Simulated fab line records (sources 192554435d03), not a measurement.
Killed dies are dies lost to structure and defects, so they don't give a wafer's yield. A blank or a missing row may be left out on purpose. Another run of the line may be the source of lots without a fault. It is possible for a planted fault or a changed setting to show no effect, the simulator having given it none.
Chamber matching | flow n5Finfet | N5_FIN_SAQP_ETCH_57 on rieDiel-05 has 4 sister chambers
The step etches SiNx in CH3F/O2, target depth 32.5 nm, time 46.4 s. 4 wafers are shown with their chamber, then 9 later ones without.

== WAFERS, EACH WITH ITS CHAMBER ==
wafer  | chamber | showerheadPlenumPTorr (Torr)
L087.6 | 0       | 2.05
L089.1 | 1       | 1.90
L089.2 | 2       | 2.07
L089.3 | 3       | 2.08

== WAFERS WITHOUT THEIR CHAMBER ==
wafer  | showerheadPlenumPTorr (Torr)
L092.1 | 2.08
L092.2 | 1.89
L092.5 | 2.06
L094.1 | 1.89
L094.5 | 2.07
L094.6 | 1.89
L097.3 | 2.07
L097.4 | 2.07
L097.5 | 2.04

== EACH ONE'S CHAMBER ==
wafer  | from the rows above          | in truth
L092.1 | can't be placed: 3 or 2      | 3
L092.2 | 1                            | 1
L092.5 | can't be placed: 2 or 0 or 3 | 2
L094.1 | 1                            | 1
L094.5 | can't be placed: 2 or 3      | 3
L094.6 | 1                            | 1
L097.3 | can't be placed: 2 or 3      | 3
L097.4 | can't be placed: 2 or 3      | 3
L097.5 | 0                            | 0
Placed correctly: 4 of 9. Cannot be placed on the basis of these rows: 5; the candidates contain the true chamber in 5. Placed wrongly: 0.
How it was worked out, from the rows above alone: a wafer's distance from a chamber is the root of the sum, over the readings, of the square of ((its reading less the chamber's mean) divided by the reading's scatter). The wafer belongs to the nearest chamber; if the next one is less than 2 further off, it can't be placed. The mean given for a chamber averages the wafers shown for that chamber. The scatter: root of mean squared gap, hidden wafer to nearest shown wafer, with one shown wafer a chamber.
